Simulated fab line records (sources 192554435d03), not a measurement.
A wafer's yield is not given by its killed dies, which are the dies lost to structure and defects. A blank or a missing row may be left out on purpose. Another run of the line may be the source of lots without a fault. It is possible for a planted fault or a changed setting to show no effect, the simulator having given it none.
Chamber matching / flow n5-finfet / ald-sin-04 running N5_BEOL_M3_ALD_98: 4 sister chambers
The step deposits SiO2, target thk 2.5 nm, pulse time 1 s, co reactant pulse time 1 s. 8 wafers are shown with their chamber, then 12 later ones without.

WAFERS PAIRED WITH THEIR CHAMBERS
wafer=L082.2; chamber=3; heater-power-w (W)=76; heater-power-outer-w (W)=38.7
wafer=L083.4; chamber=0; heater-power-w (W)=63; heater-power-outer-w (W)=34.6
wafer=L085.2; chamber=0; heater-power-w (W)=63; heater-power-outer-w (W)=35.5
wafer=L085.3; chamber=1; heater-power-w (W)=77; heater-power-outer-w (W)=38.7
wafer=L085.6; chamber=3; heater-power-w (W)=77; heater-power-outer-w (W)=38.5
wafer=L088.1; chamber=1; heater-power-w (W)=76; heater-power-outer-w (W)=38.7
wafer=L088.2; chamber=2; heater-power-w (W)=83; heater-power-outer-w (W)=42.3
wafer=L088.5; chamber=2; heater-power-w (W)=82; heater-power-outer-w (W)=42.4

WAFERS WITHOUT THEIR CHAMBER
wafer=L087.2; heater-power-w (W)=78; heater-power-outer-w (W)=39.1
wafer=L087.4; heater-power-w (W)=65; heater-power-outer-w (W)=34.7
wafer=L087.6; heater-power-w (W)=75; heater-power-outer-w (W)=39.4
wafer=L089.1; heater-power-w (W)=76; heater-power-outer-w (W)=38.4
wafer=L089.5; heater-power-w (W)=83; heater-power-outer-w (W)=42.5
wafer=L089.6; heater-power-w (W)=77; heater-power-outer-w (W)=39.6
wafer=L090.1; heater-power-w (W)=65; heater-power-outer-w (W)=34.9
wafer=L090.3; heater-power-w (W)=84; heater-power-outer-w (W)=42.0
wafer=L090.5; heater-power-w (W)=64; heater-power-outer-w (W)=34.8
wafer=L097.1; heater-power-w (W)=64; heater-power-outer-w (W)=35.0
wafer=L097.4; heater-power-w (W)=77; heater-power-outer-w (W)=38.3
wafer=L097.5; heater-power-w (W)=63; heater-power-outer-w (W)=36.0

CHAMBER TAKEN BY EACH
wafer=L087.2; from the rows above=can't be placed: 1 or 3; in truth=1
wafer=L087.4; from the rows above=0; in truth=0
wafer=L087.6; from the rows above=can't be placed: 1 or 3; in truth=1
wafer=L089.1; from the rows above=can't be placed: 3 or 1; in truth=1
wafer=L089.5; from the rows above=2; in truth=2
wafer=L089.6; from the rows above=can't be placed: 1 or 3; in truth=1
wafer=L090.1; from the rows above=0; in truth=0
wafer=L090.3; from the rows above=2; in truth=2
wafer=L090.5; from the rows above=0; in truth=0
wafer=L097.1; from the rows above=0; in truth=0
wafer=L097.4; from the rows above=can't be placed: 3 or 1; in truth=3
wafer=L097.5; from the rows above=0; in truth=0
Correctly placed: 7 of 12. Unplaceable from these rows: 5, with the true chamber sitting among the candidates in 5. Number placed wrongly: 0.
How it was worked out, from the rows above alone: a wafer's distance from a chamber is the root of the sum, over the readings, of the square of ((its reading less the chamber's mean) divided by the reading's scatter). The wafer belongs to the nearest chamber; if the next one is less than 2 further off, it can't be placed. For every chamber, the mean is computed from those of its wafers that are shown. The scatter: the root of (the sum of the squares of (reading less its chamber's mean) over the shown wafers, divided by (wafers less chambers)).
